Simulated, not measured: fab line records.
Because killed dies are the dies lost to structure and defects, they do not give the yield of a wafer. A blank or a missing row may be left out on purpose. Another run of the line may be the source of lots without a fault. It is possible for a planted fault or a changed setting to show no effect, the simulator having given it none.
Struck lot and sound lot, side by side ; flow n5 finfet ; 38 out of 1938 route steps
Sound: the wafers L405.1, L405.3, L405.4. The struck wafers were L390.1, L390.2, L390.4. The cause is named last.
Per side, at each step with rows, come the tool, then ch with its chambers, and then its first start. Under that, the readings that differ: sound wafers ; struck wafers ; difference of the means ; sigmas: that difference in standard deviations of wafers without a fault.
alike: same words and numbers on both sides, and readings whose means sit less than 2 such deviations apart. not compared: any withheld reading, any reading some wafer has no value for, any bound like >300 that may hide the same value, and any number with overlapping values for which the record gives no deviation.
The two part at a step that has a row with sigmas, a row that says differs or no value, or rows on one side only. Numbers that have no deviation but don't overlap get no sigmas and don't part them. Lack of a reading on every wafer of one side parts them only where that side has two or more wafers.

first, 12 steps without rows for these wafers: N5_SD_EPI_P_STRIP_38 (strips in N2/H2); N5_SD_EPI_P_ETCHBACK_46 (etches SiNx in CH3F/O2, stops on SiO2, target depth 17.5 nm); N5_SD_EPI_P_ETCH_47 (etches SiOCN in CH3F/O2, target depth 25 nm); N5_SD_EPI_P_ETCH_16 (etches SiO2 in CHF3/O2, target depth 5 nm); N5_SD_EPI_P_STRIP_50 (strips in CHF3/O2); N5_SD_EPI_P_SD_RECESS_17 (chemistry HBr/Cl2/O2, target depth 39.1 nm, bt time 3 s); N5_SD_EPI_P_WET_ETCH_45 (etches SiO2 in dHF, time 10.7 s, target depth 2 nm, rinse time 30 s); N5_SD_EPI_P_STRIP_40 (strips in N2/H2); N5_SD_EPI_P_PRECLEAN_52 (cleans in O3/DIW, time 60 s); N5_SD_EPI_P_SRD_20 (time 30 s); N5_SD_EPI_P_PRECLEAN_51 (cleans in NF3:NH3, afs cycles 1, time 20 s, sublimation time 60 s); N5_SD_EPI_P_VAPOR_ETCH_44 (etches SiGe30 in NF3/Ar, time 3.3 s).
N5_SD_EPI_P_EPI_21: deposits SiGe:B, time 355 s.
  sound on epi rpcvd-03 ch 0, day 9 00:28; struck on epi rpcvd-04 ch 0, day 5 11:30
reading;sound;struck;difference;sigmas
chamber pressure Torr (Torr);20.05 20.01 19.95;8.32 8.26 8.21;-11.74;-99 or more
model.SiGe-B_of_SD_EPI_P_EPI_21.thk nm (nm);61.2 61.4 61.4;43.6 42.6 43.2;-18.2;
N5_SD_EPI_P_EPI_MEAS_23:
  sound on film metro-02, day 9 03:23; struck on film metro-02, day 5 13:41
reading;sound;struck;difference;sigmas
thk nm (nm);62.3 62.0 62.3;43.1 42.8 43.2;-19.2;-15
then, 8 steps without rows for these wafers: N5_SD_EPI_P_HM_STRIP_48 (strips SiNx in H3PO4, material SiNx, target depth 3 nm); N5_SD_EPI_P_SRD_49 (time 30 s); N5_SD_EPI_P_PRECLEAN_24 (cleans in O3/DIW, time 45 s); N5_SD_EPI_P_PRECLEAN_32 (cleans in dHF, time 10 s); N5_SD_EPI_P_PRECLEAN_33 (cleans in SC2, time 45 s); N5_SD_EPI_P_SRD_25 (time 30 s); N5_SD_ACTIVATION_RTA_00 (time 0 s); N5_SD_ACTIVATION_LSA_01 (time 0.0008 s).
N5_SD_ACTIVATION_RS_MEAS_03: the measuring method here is four-point-probe.
  sound on film metro-01, day 9 04:04; struck on film metro-02, day 5 14:18
reading;sound;struck;difference;sigmas
RS_SD_P (ohm/sq);55.5 55.0 55.8;100.5 103.1 100.3;+45.9;+53
  alike: RS_SD_N
then, 12 steps without rows for these wafers: N5_ILD0_LINER_00 (material SiNx, target thk 4 nm, pulse time 1 s, purge time 2 s); N5_ILD0_FCVD_FILL_01 (material SiO2 flowable, target thk 200 nm, time 328.3 s); N5_ILD0_CURE_02 (time 1800 s); N5_ILD0_CMP_03 (polishes, stops on SiNx, t overpolish 1.9 s, target thk 197.38 nm); N5_ILD0_CMP_07 (polishes SiO2 flowable, stops on poly-Si, t overpolish 1.18 s, target thk 138.88 nm); N5_ILD0_PRECLEAN_10 (cleans in NF3:NH3, afs cycles 5, time 20 s, sublimation time 60 s); N5_ILD0_ALD_15 (deposits SiNx, target thk 24 nm, pulse time 1 s, ald cycles 480); N5_ILD0_CMP_12 (polishes SiNx, stops on poly-Si, t overpolish 6 s, target thk 17.67 nm); N5_SDB_HM_DEP_00 (deposits SiNx from SiH4/NH3/N2, target thk 40 nm, time 35.3 s); N5_SDB_COAT_03 (time 60 s, resist thk 100 nm); N5_SDB_COAT_04 (time 60 s, resist thk 18 nm); N5_SDB_COAT_05 (resist thk 90 nm).
N5_MOL_CONTACT_COAG_ETCH_110: etches Si in CF4/O2, target depth 2.5 nm, time 8 s.
  sound on rie diel-03 ch 0,2,3, day 10 09:55; struck on rie diel-06 ch 0,2,3, day 6 19:06
reading;sound;struck;difference;sigmas
model.SiGe-B_of_SD_EPI_P_EPI_21.thk nm (nm);58.2 58.4 58.4;41.6 40.6 41;-17.3;
  alike: O2_flow_sccm, drypump motor current A, oes_ar_750_au, oes product au, rf vpp V, showerhead plenum p Torr, throttle valve pct
  not compared: rf hours counter h
-- here the record skips 3 days between the struck wafers' starts before and after, leaving off in module MOL_CONTACT_COAG and picking up in module BEOL_M4 (first step shown: number 1111 of the route) --
N5_BEOL_M4_RC_MEAS_101:
  sound on prober-02 ch 0, day 13 19:50; struck on prober-01 ch 0, day 10 03:35
reading;sound;struck;difference;sigmas
IOFF_P (nA/um);0.24 0.29 0.19;0.14 0.16 0.12;-0.10;-2
ION_P (uA/um);461 474 451;413 433 420;-40;-5
RC_DENSE_P (ohm.um);24.2 24.7 24.1;27.9 28.7 27.3;+3.6;+4
RC_P (ohm.um);19.6 20.0 19.5;22.6 23.1 22.4;+3.0;+5
REXT_P (ohm.um);97.5 96.7 97.6;137.4 137.8 137.3;+40.2;+18
RS_SD_P (ohm/sq);65.5 65.5 65.1;116.0 117.7 115.9;+51.2;+55
VT_P (mV);-248 -245 -252;-261 -259 -263;-13;-4
VT_P_LVT (mV);-97 -94 -101;-113 -110 -113;-15;-5
  alike: DIBL_N, DIBL_P, IOFF_N, ION_N, SS_N, SS_P, VT_N
-- record jumps: 4 days separate the struck wafers' starts on either side; left off in module BEOL_M4, taken up again in module PASSIVATION, whose first shown step is the route's number 1936 --
N5_PASSIVATION_PROBE_49:
  sound on prober-01, day 17 22:33; struck on prober-02, day 14 12:23
reading;sound;struck;difference;sigmas
sort_bin_6_memory (%);4.3 3.6 4.1;2.4 2.0 3.1;-1.5;-2
sort_bin_8_speed (%);0 0 0;91.44 19.75 83.64;+64.94;+99 or more
sort n pass;1050 1059 1060;11 874 71;-738;-41
sort yield pct (%);89.0 89.7 89.8;0.9 74.1 6.0;-62.5;-42
  alike: defect limited yield, killed_at_M0_to_M3, killed_at_M4_up, killed at contacts, killed at front end, killed at other, killed dies, killed open, killed short, sort_bin_5_function

== WHERE THEY PART ==
First at N5_SD_EPI_P_EPI_21; last, within this record, at N5_PASSIVATION_PROBE_49.

WHY: whatever the simulator had introduced
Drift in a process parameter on epi rpcvd-04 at N5_SD_EPI_P_EPI_21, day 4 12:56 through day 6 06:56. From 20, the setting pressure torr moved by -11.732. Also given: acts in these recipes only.
